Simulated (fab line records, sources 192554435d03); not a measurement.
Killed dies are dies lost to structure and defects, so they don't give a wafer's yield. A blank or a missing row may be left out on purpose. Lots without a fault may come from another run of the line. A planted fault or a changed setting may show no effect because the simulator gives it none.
Chamber matching | flow n5_finfet | N5_BEOL_M12_VIA_ETCH_16 on rie_diel-01: 4 sister chambers
The step etches SiOC in C4F8/O2/Ar, target depth 724.8 nm. 16 wafers are shown with their chamber, then 8 later ones without.

WAFERS WITH THEIR CHAMBER
wafer  | chamber | throttle_valve_pct (%) | drypump_motor_current_A (A) | oes_product_au (a.u.)
L076.2 | 1       | 23.98                  | 6.0                         | 0.67
L076.3 | 0       | 23.87                  | 5.5                         | 0.87
L076.6 | 1       | 23.94                  | 6.0                         | 0.67
L077.1 | 1       | 23.95                  | 6.1                         | 0.66
L077.2 | 2       | 23.67                  | 5.8                         | 0.84
L077.4 | 0       | 23.86                  | 5.5                         | 0.85
L078.1 | 1       | 23.98                  | 6.1                         | 0.67
L078.2 | 0       | 23.90                  | 5.5                         | 0.84
L078.4 | 2       | 23.67                  | 5.9                         | 0.84
L081.3 | 3       | 24.54                  | 5.8                         | 0.75
L081.5 | 2       | 23.68                  | 5.8                         | 0.82
L081.6 | 1       | 23.97                  | 6.0                         | 0.67
L088.2 | 2       | 23.69                  | 5.9                         | 0.81
L088.3 | 0       | 23.91                  | 5.5                         | 0.80
L088.6 | 1       | 23.98                  | 6.1                         | 0.66
L089.1 | 1       | 24.00                  | 6.0                         | 0.65

SIGNATURES (means of the wafers above)
reading                 | chamber 0 | chamber 1 | chamber 2 | chamber 3 | scatter within a chamber
throttle_valve_pct      | 23.8850   | 23.9714   | 23.6775   | 24.5400   | 0.0193
drypump_motor_current_A | 5.500     | 6.043     | 5.850     | 5.800     | 0.0476
oes_product_au          | 0.8400    | 0.6643    | 0.8275    | 0.7500    | 0.0174
Rule: a wafer's distance from a chamber is the root of the sum, over the readings, of the square of ((its reading less the chamber's mean) divided by the reading's scatter). The wafer belongs to the nearest chamber; if the next one is less than 2 further off, it can't be placed. The scatter: the root of (the sum of the squares of (reading less its chamber's mean) over the shown wafers, divided by (wafers less chambers)).

WAFERS WITHOUT THEIR CHAMBER
wafer  | throttle_valve_pct (%) | drypump_motor_current_A (A) | oes_product_au (a.u.)
L089.2 | 24.56                  | 5.7                         | 0.73
L089.4 | 23.92                  | 5.6                         | 0.78
L092.3 | 24.58                  | 5.8                         | 0.73
L092.4 | 23.92                  | 5.5                         | 0.78
L092.5 | 24.00                  | 6.1                         | 0.64
L095.3 | 23.70                  | 5.9                         | 0.78
L095.4 | 23.91                  | 5.5                         | 0.77
L095.5 | 24.02                  | 6.1                         | 0.64

WHICH CHAMBER EACH WENT THROUGH
wafer  | from the rows above | in truth
L089.2 | 3                   | 3
L089.4 | 0                   | 0
L092.3 | 3                   | 3
L092.4 | 0                   | 0
L092.5 | 1                   | 1
L095.3 | 2                   | 2
L095.4 | 0                   | 0
L095.5 | 1                   | 1
Placed correctly: 8 of 8. Can't be placed from these rows: 0. Placed wrongly: 0.
